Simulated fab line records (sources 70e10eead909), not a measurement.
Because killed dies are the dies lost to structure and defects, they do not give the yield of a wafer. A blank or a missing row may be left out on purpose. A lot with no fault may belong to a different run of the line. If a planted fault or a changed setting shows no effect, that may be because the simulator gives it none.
Matching of chambers || flow nandHarc || aldHk-01 running NHARC_A_STAIRCASE_ALD_420: 4 sister chambers
The step deposits SiO2, target thk 20 nm, pulse time 6 s, ald cycles 200. 8 wafers are shown with their chamber, then 9 later ones without.

EACH WAFER AND ITS CHAMBER
{"wafer": "L076.2", "chamber": 0, "heaterPowerW (W)": 402, "precursorPulseHeightRel": 1.025}
{"wafer": "L077.5", "chamber": 0, "heaterPowerW (W)": 408, "precursorPulseHeightRel": 0.999}
{"wafer": "L084.3", "chamber": 2, "heaterPowerW (W)": 460, "precursorPulseHeightRel": 0.978}
{"wafer": "L086.3", "chamber": 3, "heaterPowerW (W)": 561, "precursorPulseHeightRel": 1.006}
{"wafer": "L086.4", "chamber": 2, "heaterPowerW (W)": 471, "precursorPulseHeightRel": 1.003}
{"wafer": "L090.1", "chamber": 3, "heaterPowerW (W)": 553, "precursorPulseHeightRel": 0.999}
{"wafer": "L090.4", "chamber": 1, "heaterPowerW (W)": 451, "precursorPulseHeightRel": 1.022}
{"wafer": "L090.6", "chamber": 1, "heaterPowerW (W)": 457, "precursorPulseHeightRel": 1.008}

WAFERS WITHOUT THEIR CHAMBER
{"wafer": "L092.3", "heaterPowerW (W)": 426, "precursorPulseHeightRel": 1.024}
{"wafer": "L092.4", "heaterPowerW (W)": 449, "precursorPulseHeightRel": 1.006}
{"wafer": "L092.5", "heaterPowerW (W)": 450, "precursorPulseHeightRel": 1.010}
{"wafer": "L095.3", "heaterPowerW (W)": 423, "precursorPulseHeightRel": 1.034}
{"wafer": "L095.5", "heaterPowerW (W)": 446, "precursorPulseHeightRel": 0.962}
{"wafer": "L095.6", "heaterPowerW (W)": 568, "precursorPulseHeightRel": 0.994}
{"wafer": "L097.3", "heaterPowerW (W)": 552, "precursorPulseHeightRel": 1.009}
{"wafer": "L097.5", "heaterPowerW (W)": 451, "precursorPulseHeightRel": 1.002}
{"wafer": "L097.6", "heaterPowerW (W)": 410, "precursorPulseHeightRel": 0.980}

THE CHAMBER EACH PASSED THROUGH
{"wafer": "L092.3", "from the rows above": "can't be placed: 0 or 1", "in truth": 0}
{"wafer": "L092.4", "from the rows above": 1, "in truth": 1}
{"wafer": "L092.5", "from the rows above": 1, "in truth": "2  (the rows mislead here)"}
{"wafer": "L095.3", "from the rows above": 0, "in truth": 0}
{"wafer": "L095.5", "from the rows above": "can't be placed: 2 or 1", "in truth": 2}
{"wafer": "L095.6", "from the rows above": 3, "in truth": 3}
{"wafer": "L097.3", "from the rows above": 3, "in truth": 3}
{"wafer": "L097.5", "from the rows above": "can't be placed: 1 or 2", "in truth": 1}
{"wafer": "L097.6", "from the rows above": 0, "in truth": 0}
Correctly placed: 5 of 9. Cannot be placed on the basis of these rows: 3; the candidates contain the true chamber in 3. 1 placed wrongly.
How it was worked out, from the rows above alone: a wafer's distance from a chamber is the root of the sum, over the readings, of the square of ((its reading less the chamber's mean) divided by the reading's scatter). If the next closest chamber is less than 2 further off than the closest, the wafer can't be placed; otherwise it belongs to the closest. Each chamber's mean is taken over the wafers shown for it. The scatter: take each reading less its chamber's mean, square it, sum over the shown wafers, divide by the number of wafers less the number of chambers, and take the root.
